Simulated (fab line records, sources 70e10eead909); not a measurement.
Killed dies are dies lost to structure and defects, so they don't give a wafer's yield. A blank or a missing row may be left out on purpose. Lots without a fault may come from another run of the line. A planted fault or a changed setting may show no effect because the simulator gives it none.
Chamber matching | flow nand_harc | NHARC_A_CONTACT_ETCH_88 on rie_diel-03: 4 sister chambers
The step etches the open film in CF4, target depth 39 nm, time 65 s. 18 wafers are shown with their chamber, then 9 later ones without.

WAFERS WITH THEIR CHAMBER
wafer  | chamber | showerhead_plenum_p_Torr (Torr) | drypump_motor_current_A (A) | rf_vpp_V (V)
L074.4 | 0       | 1.67                            | 5.4                         | 149.1
L074.5 | 3       | 1.82                            | 6.3                         | 152.6
L074.6 | 2       | 1.83                            | 5.3                         | 151.9
L079.1 | 2       | 1.83                            | 5.4                         | 151.0
L079.2 | 0       | 1.67                            | 5.4                         | 150.0
L079.6 | 0       | 1.67                            | 5.4                         | 149.7
L080.1 | 2       | 1.83                            | 5.4                         | 152.3
L080.2 | 3       | 1.82                            | 6.3                         | 152.7
L080.3 | 1       | 1.88                            | 5.6                         | 153.0
L082.1 | 3       | 1.82                            | 6.3                         | 152.5
L082.4 | 0       | 1.67                            | 5.4                         | 149.2
L082.5 | 0       | 1.67                            | 5.4                         | 149.9
L084.1 | 0       | 1.67                            | 5.4                         | 148.7
L084.4 | 2       | 1.82                            | 5.4                         | 153.1
L084.5 | 2       | 1.82                            | 5.3                         | 153.2
L091.2 | 1       | 1.87                            | 5.5                         | 151.3
L091.4 | 3       | 1.82                            | 6.4                         | 151.5
L091.6 | 2       | 1.82                            | 5.4                         | 152.9

SIGNATURES (means of the wafers above)
reading                  | chamber 0 | chamber 1 | chamber 2 | chamber 3 | scatter within a chamber
showerhead_plenum_p_Torr | 1.6700    | 1.8750    | 1.8250    | 1.8200    | 0.00378
drypump_motor_current_A  | 5.400     | 5.550     | 5.367     | 6.325     | 0.043
rf_vpp_V                 | 149.433   | 152.150   | 152.400   | 152.325   | 0.721
Rule: a wafer's distance from a chamber is the root of the sum, over the readings, of the square of ((its reading less the chamber's mean) divided by the reading's scatter). The wafer belongs to the nearest chamber; if the next one is less than 2 further off, it can't be placed. The scatter: the root of (the sum of the squares of (reading less its chamber's mean) over the shown wafers, divided by (wafers less chambers)).

WAFERS WITHOUT THEIR CHAMBER
wafer  | showerhead_plenum_p_Torr (Torr) | drypump_motor_current_A (A) | rf_vpp_V (V)
L095.2 | 1.87                            | 5.6                         | 150.9
L095.4 | 1.82                            | 6.4                         | 150.0
L095.6 | 1.82                            | 5.4                         | 152.4
L089.1 | 1.66                            | 5.4                         | 150.5
L089.3 | 1.82                            | 5.4                         | 151.8
L089.6 | 1.82                            | 6.3                         | 150.0
L096.2 | 1.82                            | 5.4                         | 153.1
L096.3 | 1.87                            | 5.5                         | 152.4
L096.5 | 1.82                            | 5.4                         | 152.6

WHICH CHAMBER EACH WENT THROUGH
wafer  | from the rows above | in truth
L095.2 | 1                   | 1
L095.4 | 3                   | 3
L095.6 | 2                   | 2
L089.1 | 0                   | 0
L089.3 | 2                   | 2
L089.6 | 3                   | 3
L096.2 | 2                   | 2
L096.3 | 1                   | 1
L096.5 | 2                   | 2
Placed correctly: 9 of 9. Can't be placed from these rows: 0. Placed wrongly: 0.
